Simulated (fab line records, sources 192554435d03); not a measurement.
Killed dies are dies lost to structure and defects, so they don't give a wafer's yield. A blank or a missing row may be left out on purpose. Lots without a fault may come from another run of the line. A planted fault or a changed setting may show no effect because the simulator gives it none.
Chamber matching | flow n5_finfet | N5_BEOL_M4_ETCH_63 on rie_diel-06: 4 sister chambers
The step etches SiARC in CF4, target depth 15.6 nm, time 26 s. 8 wafers are shown with their chamber, then 11 later ones without.

WAFERS WITH THEIR CHAMBER
wafer  | chamber | showerhead_plenum_p_Torr (Torr) | drypump_motor_current_A (A)
L080.1 | 3       | 2.24                            | 5.1
L080.5 | 2       | 2.26                            | 5.4
L085.2 | 2       | 2.25                            | 5.5
L085.6 | 0       | 2.26                            | 5.3
L086.1 | 3       | 2.24                            | 5.2
L086.3 | 1       | 2.06                            | 6.7
L086.4 | 0       | 2.26                            | 5.3
L087.3 | 1       | 2.06                            | 6.7

WAFERS WITHOUT THEIR CHAMBER
wafer  | showerhead_plenum_p_Torr (Torr) | drypump_motor_current_A (A)
L087.4 | 2.26                            | 5.3
L087.6 | 2.24                            | 5.1
L091.1 | 2.24                            | 5.1
L091.4 | 2.25                            | 5.4
L091.5 | 2.24                            | 5.2
L094.1 | 2.25                            | 5.4
L094.2 | 2.25                            | 5.3
L094.6 | 2.25                            | 5.3
L095.1 | 2.25                            | 5.4
L095.5 | 2.23                            | 5.2
L095.6 | 2.24                            | 5.4

WHICH CHAMBER EACH WENT THROUGH
wafer  | from the rows above          | in truth
L087.4 | 0                            | 0
L087.6 | 3                            | 3
L091.1 | 3                            | 3
L091.4 | can't be placed: 2 or 0      | 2
L091.5 | 3                            | 3
L094.1 | can't be placed: 2 or 0      | 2
L094.2 | can't be placed: 0 or 2 or 3 | 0
L094.6 | can't be placed: 0 or 2 or 3 | 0
L095.1 | can't be placed: 2 or 0      | 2
L095.5 | 3                            | 3
L095.6 | can't be placed: 2 or 3 or 0 | 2
Placed correctly: 5 of 11. Can't be placed from these rows: 6 (the true chamber is among the candidates in 6). Placed wrongly: 0.
How it was worked out, from the rows above alone: a wafer's distance from a chamber is the root of the sum, over the readings, of the square of ((its reading less the chamber's mean) divided by the reading's scatter). The wafer belongs to the nearest chamber; if the next one is less than 2 further off, it can't be placed. A chamber's mean is the mean of its shown wafers. The scatter: the root of (the sum of the squares of (reading less its chamber's mean) over the shown wafers, divided by (wafers less chambers)).
